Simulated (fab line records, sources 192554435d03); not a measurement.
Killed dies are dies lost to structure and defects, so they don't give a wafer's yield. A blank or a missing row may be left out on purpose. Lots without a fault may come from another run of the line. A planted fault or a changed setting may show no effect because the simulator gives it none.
Split-lot experiment | flow n5_finfet | 7 lots, 39 wafers read, on a route of 1938 steps

THE SPLIT
At N5_BEOL_M5_VIA_ETCH_34 (etches SiCOH lowk in C4F6/O2, target depth 88.3 nm, time 39.2 s), the setting target_depth_a was moved away from the recipe's 883 angstrom on 15 of the 39 wafers read, by -42.4% to +54.7%. The other wafers ran this setting at the recipe's value.

The reading is taken at the split's own step.

THE READING
SOC_of_BEOL_M5_COAT_65.thk_nm (the simulator's own value, which no gauge read), in nm, at N5_BEOL_M5_VIA_ETCH_34 (etches SiCOH lowk in C4F6/O2, target depth 88.3 nm, time 39.2 s). The file gives no usual value for it. The 24 wafers here that ran the recipe average 55.9 nm, standard deviation 0.19 nm.

wafer  | tool, chamber at the split | target_depth_a as run, angstrom | against the recipe | SOC_of_BEOL_M5_COAT_65.thk_nm, nm | against lot-mates on the recipe
L083.1 | rie_diel-06, 2             | 883                             | recipe             | 55.8                              | -
L083.2 | rie_diel-06, 0             | 508.6                           | -42.4%             | 57.6                              | +1.9
L083.3 | rie_diel-06, 1             | 883                             | recipe             | 55.6                              | -
L083.4 | rie_diel-06, 2             | 508.6                           | -42.4%             | 57.6                              | +1.9
L083.5 | rie_diel-06, 0             | 883                             | recipe             | 55.8                              | -
L083.6 | rie_diel-06, 1             | 508.6                           | -42.4%             | 57.4                              | +1.7
L084.1 | rie_diel-06, 2             | 1366                            | +54.7%             | 53.4                              | -2.4
L084.2 | rie_diel-06, 0             | 883                             | recipe             | 55.8                              | -
L084.3 | rie_diel-06, 1             | 883                             | recipe             | 55.8                              | -
L084.4 | rie_diel-06, 3             | 1366                            | +54.7%             | 53.6                              | -2.2
L084.5 | rie_diel-06, 1             | 883                             | recipe             | 55.8                              | -
L084.6 | rie_diel-06, 2             | 1366                            | +54.7%             | 53.4                              | -2.4
L085.1 | rie_diel-06, 1             | 883                             | recipe             | 56                                | -
L085.4 | rie_diel-06, 2             | 883                             | recipe             | 56.2                              | -
L085.6 | rie_diel-06, 1             | 883                             | recipe             | 56                                | -
L086.1 | rie_diel-06, 3             | 1361                            | +54.1%             | 53.6                              | -2.1
L086.2 | rie_diel-06, 1             | 883                             | recipe             | 55.8                              | -
L086.3 | rie_diel-06, 2             | 883                             | recipe             | 55.6                              | -
L086.4 | rie_diel-06, 0             | 1361                            | +54.1%             | 53.4                              | -2.3
L086.5 | rie_diel-06, 3             | 883                             | recipe             | 55.6                              | -
L086.6 | rie_diel-06, 0             | 1361                            | +54.1%             | 53.6                              | -2.1
L095.1 | rie_diel-01, 0             | 1061                            | +20.2%             | 55                                | -0.8
L095.2 | rie_diel-01, 3             | 1061                            | +20.2%             | 54.8                              | -1.0
L095.3 | rie_diel-01, 1             | 883                             | recipe             | 55.6                              | -
L095.4 | rie_diel-01, 2             | 883                             | recipe             | 56                                | -
L095.5 | rie_diel-01, 3             | 883                             | recipe             | 55.8                              | -
L095.6 | rie_diel-01, 0             | 1061                            | +20.2%             | 55                                | -0.8
L091.1 | rie_diel-03, 0             | 1333                            | +51.0%             | 54                                | -2.1
L091.2 | rie_diel-03, 1             | 883                             | recipe             | 56                                | -
L091.3 | rie_diel-03, 3             | 883                             | recipe             | 56.2                              | -
L091.4 | rie_diel-03, 0             | 883                             | recipe             | 56                                | -
L091.5 | rie_diel-03, 3             | 1333                            | +51.0%             | 54                                | -2.1
L091.6 | rie_diel-03, 1             | 1333                            | +51.0%             | 54                                | -2.1
L089.1 | rie_diel-03, 0             | 883                             | recipe             | 56                                | -
L089.2 | rie_diel-03, 1             | 883                             | recipe             | 56.2                              | -
L089.3 | rie_diel-03, 3             | 883                             | recipe             | 56.2                              | -
L089.4 | rie_diel-03, 2             | 883                             | recipe             | 56                                | -
L089.5 | rie_diel-03, 0             | 883                             | recipe             | 56                                | -
L089.6 | rie_diel-03, 3             | 883                             | recipe             | 56                                | -

THE FIT
A straight line over all 39 wafers: SOC_of_BEOL_M5_COAT_65.thk_nm changes by -0.0414 nm for each +1% of target_depth_a; r = -0.99; the points scatter about the line by 0.19 nm.
The same after taking each lot's own level away (the mean of its wafers on the recipe; 39 wafers): -0.0413 nm for each +1%; r = -1.00; scatter 0.11 nm.
On that fit, the largest move of target_depth_a shifts the reading by 2.3 nm.
The lots' own levels span 55.67 to 56.07 nm, that is 2.1 times the standard deviation above.
So the lot-to-lot level changes the slope little: the two slopes agree.
Check: with one of the wafers moved furthest among these (+54.7%) left out of the fit, the line predicts -2.24 nm for it against its lot-mates. It came out at -2.4 nm against them.

OTHER SPLITS ON THESE WAFERS
These wafers also went through other splits before the reading. Each is held against what the fit with the lots' levels taken away leaves over:
other split on the same wafers        | wafers away from the commonest value | r with SOC_of_BEOL_M5_COAT_65.thk_nm (lot level and that fit taken away)
N5_DUMMY_GATE_DESCUM_20 time_s        | 15                                   | -0.06
N5_GATE_CUT_ETCH_56 target_depth_a    | 9                                    | -0.03
N5_BEOL_M4_VIA_ETCH_34 target_depth_a | 12                                   | -0.14

THE WHOLE CHAIN: every reading that the file lists as answering this split, in the file's order
step                   | what it does                                                    | reading                                                                        | change (the file's fit)                | r (the file's)
N5_BEOL_M5_VIA_ETCH_34 | etches SiCOH lowk in C4F6/O2, target depth 88.3 nm, time 39.2 s | etch.depth_nm (the simulator's own value, which no gauge read)                 | +0.881 nm for each +1% of the setting  | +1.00
N5_BEOL_M5_VIA_ETCH_34 | etches SiCOH lowk in C4F6/O2, target depth 88.3 nm, time 39.2 s | SOC_of_BEOL_M5_COAT_65.thk_nm (the simulator's own value, which no gauge read) | -0.0412 nm for each +1% of the setting | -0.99

THE FILE'S OWN FIT
SOC_of_BEOL_M5_COAT_65.thk_nm changes by -0.0412 nm for each +1% of target_depth_a, r = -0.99.
